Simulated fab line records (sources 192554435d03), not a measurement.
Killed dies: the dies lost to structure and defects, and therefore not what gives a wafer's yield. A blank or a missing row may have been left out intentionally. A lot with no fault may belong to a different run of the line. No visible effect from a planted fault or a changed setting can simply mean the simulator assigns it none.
Struck lot and sound lot, side by side -- flow n5_finfet -- 14 steps out of a route of 1938
Sound: wafers L314.2, L314.3, L314.5. Struck: wafers L328.2, L328.4, L328.5. At the end, the cause is stated.
For every step that has rows: the tool of each side, followed by ch and its chambers, followed by its first start. Under that, the readings that differ: sound wafers -- struck wafers -- difference of the means -- sigmas: that difference in standard deviations of wafers without a fault.
alike: same words and numbers on both sides, and readings whose means sit less than 2 such deviations apart. not compared: any withheld reading, any reading some wafer has no value for, any bound like >300 that may hide the same value, and any number with overlapping values for which the record gives no deviation.
The two part at a step that has a row with sigmas, a row that says differs or no value, or rows on one side only. When numbers do not overlap yet have no deviation, they are printed without sigmas and do not part them. Lack of a reading on every wafer of one side parts them only where that side has two or more wafers.

first, 3 steps without rows for these wafers: N5_HKMG_FIN_WET_ETCH_65 (etches a-Si in TMAH, stops on TiN, time 49 s, target depth 3 nm); N5_HKMG_FIN_WET_ETCH_81 (etches TiN in SC1, stops on HfO2, time 57 s, target depth 6 nm); N5_HKMG_FIN_WET_ETCH_82 (etches La2O3 in dHCl, stops on HfO2, target depth 2 nm, rinse time 30 s).
N5_HKMG_FIN_ALD_36: deposits TiN, target thk 1 nm, pulse time 1 s, purge time 3 s.
  sound on ald_metal-03 ch 0,3, day 4 11:04; struck on ald_metal-02 ch 0,3, day 7 22:34
  alike: heater_power_w, precursor_pulse_height_rel
N5_HKMG_FIN_THK_MEAS_70: measures by xrf.
  sound: film_metro-02 at day 4 11:20; struck: film_metro-01 at day 7 22:52
  alike: HK_THK
N5_HKMG_FIN_PWFM_ALD_03: deposits TiN, target thk 2 nm, pulse time 1 s, purge time 3 s.
  sound on ald_metal-04 ch 0,1,2, day 4 11:23; struck on ald_metal-04 ch 0,2,3, day 7 22:53
  alike: heater_power_w, precursor_pulse_height_rel
then, 6 steps without rows for these wafers: N5_HKMG_FIN_COAT_29 (time 60 s, resist thk 300 nm); N5_HKMG_FIN_COAT_30 (time 60 s, resist thk 35 nm); N5_HKMG_FIN_COAT_06 (resist thk 90 nm); N5_HKMG_FIN_EBR_08; N5_HKMG_FIN_SOFTBAKE_07 (time 60 s); N5_HKMG_FIN_EXPOSE_09 (exposes mask NWFM).
N5_HKMG_FIN_PEB_10: peb time 60 s.
  sound on litho_track-01 ch 0, day 4 12:01; struck on litho_track-01, day 7 23:40
  no value came back on the struck wafers for chill_plate_temp_C (C), exhaust_pa (Pa), peb_time_s (s); on the sound wafers chill_plate_temp_C (C) reads 22.97 22.80 23.09
then, 1 step without rows for these wafers: N5_HKMG_FIN_DEVELOP_11 (develop time 30 s).

WHERE THEY PART
At N5_HKMG_FIN_PEB_10 and nowhere else, as far as this record goes.

WHY: what the simulator had put in
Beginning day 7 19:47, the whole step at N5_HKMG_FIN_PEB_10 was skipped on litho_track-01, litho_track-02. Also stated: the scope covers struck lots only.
